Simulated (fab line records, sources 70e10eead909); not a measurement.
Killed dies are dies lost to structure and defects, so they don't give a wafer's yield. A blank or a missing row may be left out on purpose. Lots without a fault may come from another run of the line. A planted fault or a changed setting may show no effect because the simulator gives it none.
Which tool did it? | flow nand_harc | 11 lots, 33 wafers sampled, at 4 steps of a route of 1159

WHAT THE GAUGES READ, wafer by wafer
NHARC_A_M0_CD_MEAS_09: target cd 80 nm.
lot  | measured     | on        | cd_nm (nm)
L393 | day 17 18:58 | cd_sem-02 | 80.6 80.1 80.4
L391 | day 18 01:58 | cd_sem-02 | 79.9 80.4 79.6
L392 | day 18 02:34 | cd_sem-02 | 80.3 79.7 80.4
L396 | day 18 19:37 | cd_sem-02 | 80.5 80.1 79.6
L398 | day 19 17:08 | cd_sem-01 | 77.4 77.2 78.0
L403 | day 19 22:04 | cd_sem-02 | 76.3 77.3 76.5
L405 | day 21 14:27 | cd_sem-03 | 79.5 80.8 79.6
L407 | day 22 10:44 | cd_sem-03 | 80.5 79.8 81.3
L410 | day 22 14:56 | cd_sem-03 | 80.3 80.0 80.1
L412 | day 23 05:28 | cd_sem-02 | 80.5 81.2 81.2
L413 | day 23 08:38 | cd_sem-03 | 79.2 79.6 80.6

NHARC_A_M0_INSPECT_11.
lot  | measured     | on                | raw_defect_count
L393 | day 17 19:05 | defect_inspect-02 | 17 10 14
L391 | day 18 02:06 | defect_inspect-01 | 31 37 19
L392 | day 18 02:41 | defect_inspect-02 | 6 8 4
L396 | day 18 19:44 | defect_inspect-02 | 22 31 32
L398 | day 19 17:16 | defect_inspect-01 | 19 25 19
L403 | day 19 22:12 | defect_inspect-01 | 19 9 7
L405 | day 21 14:34 | defect_inspect-02 | 28 33 34
L407 | day 22 10:52 | defect_inspect-02 | 41 34 36
L410 | day 22 15:03 | defect_inspect-01 | 6 10 15
L412 | day 23 05:35 | defect_inspect-02 | 40 51 48
L413 | day 23 08:45 | defect_inspect-02 | 67 47 49

WHICH TOOL RAN EACH LOT (tool, then ch and the chambers of the sampled wafers, then the start)
lot  | NHARC_A_BLC_STRIP_21               | NHARC_A_M0_DEVELOP_08
L393 | rie_diel-10 ch 1,2, day 17 15:35   | litho_track-06 ch 0, day 17 18:00
L391 | rie_diel-10 ch 0,1,2, day 17 19:10 | litho_track-06 ch 0, day 18 01:00
L392 | rie_diel-10 ch 0,1,2, day 17 20:38 | litho_track-06 ch 0, day 18 02:00
L396 | rie_diel-04 ch 1,2,3, day 18 13:15 | litho_track-06 ch 0, day 18 19:00
L398 | rie_diel-07 ch 1,2, day 19 14:16   | litho_track-06 ch 0, day 19 17:00
L403 | rie_diel-10 ch 0,1,3, day 19 19:20 | litho_track-06 ch 0, day 19 21:00
L405 | rie_diel-10 ch 0,2, day 21 07:42   | litho_track-01 ch 0, day 21 14:00
L407 | rie_diel-04 ch 0,1,2, day 22 04:44 | litho_track-06 ch 0, day 22 10:00
L410 | rie_diel-10 ch 0,1,3, day 22 12:10 | litho_track-04 ch 0, day 22 14:00
L412 | rie_diel-10 ch 2,3, day 22 22:51   | litho_track-06 ch 0, day 23 05:00
L413 | rie_diel-07 ch 0,1,3, day 23 04:44 | litho_track-01 ch 0, day 23 08:00
- NHARC_A_BLC_STRIP_21: strips in O2.
- NHARC_A_M0_DEVELOP_08: develop time 35 s.

WHAT THE TOOLS THEMSELVES READ (means of the sampled wafers that have a number; where no wafer has one, the mark that the record gives instead)
NHARC_A_BLC_STRIP_21.
lot  | tool        | drypump_motor_current_A (A) | oes_product_au (a.u.) | rf_vpp_V (V) | showerhead_plenum_p_Torr (Torr) | throttle_valve_pct (%)
L393 | rie_diel-10 | 5.9                         | 1.002                 | 57.9         | 3.51                            | 17.037
L391 | rie_diel-10 | 5.8                         | 1.002                 | 58.7         | 3.49                            | 17.032
L392 | rie_diel-10 | 5.8                         | 1.007                 | 57.0         | 3.49                            | 17.036
L396 | rie_diel-04 | 5.9                         | 1.006                 | 58.7         | 3.70                            | 17.040
L398 | rie_diel-07 | 6.3                         | 0.995                 | 57.0         | 3.44                            | 17.038
L403 | rie_diel-10 | 6.0                         | 0.996                 | 56.9         | 3.43                            | 17.039
L405 | rie_diel-10 | 5.6                         | 1.003                 | 59.2         | 3.49                            | 17.035
L407 | rie_diel-04 | 5.5                         | 1.001                 | 58.9         | 3.67                            | 17.035
L410 | rie_diel-10 | 6.0                         | 0.995                 | 56.5         | 3.43                            | 17.034
L412 | rie_diel-10 | 5.8                         | 0.999                 | 57.7         | 3.43                            | 17.041
L413 | rie_diel-07 | 5.7                         | 1.006                 | 57.4         | 3.51                            | 17.042

THE ANSWER, worked out from the rows above alone
Rule: what is usual is taken from the lots themselves. Put in order of their means at a reading, lots are off if they are a third of the lots or fewer, leave a main group of 4 or more, and stand apart from it by a gap of 3 or more times the standard deviation of the main group's means; of several such gaps the widest counts. A main group whose means are all the same, to the digits that the tables above print for the reading, isn't used. A lot without any number at a reading at which 4 lots or more have one is off too. The other lots that the step has rows for count as sound. The gauges are gone through in route order, then the tools' own readings, and for those a lot's mean is taken as printed above. The first step at which some lot is off is used, and at that step the reading that is off furthest; a lot without a number counts as furthest.
Off: L398, L403, at NHARC_A_M0_CD_MEAS_09 (cd_nm). The main group: mean 80.2 nm, standard deviation 0.34.
A tool fits if, at a process step before that reading, it ran every lot that is off, and no sound lot after the first of them. The gauges at NHARC_A_M0_CD_MEAS_09 are tried like those tools. None of those tried fits.

WHAT THE SIMULATOR HAD PUT IN
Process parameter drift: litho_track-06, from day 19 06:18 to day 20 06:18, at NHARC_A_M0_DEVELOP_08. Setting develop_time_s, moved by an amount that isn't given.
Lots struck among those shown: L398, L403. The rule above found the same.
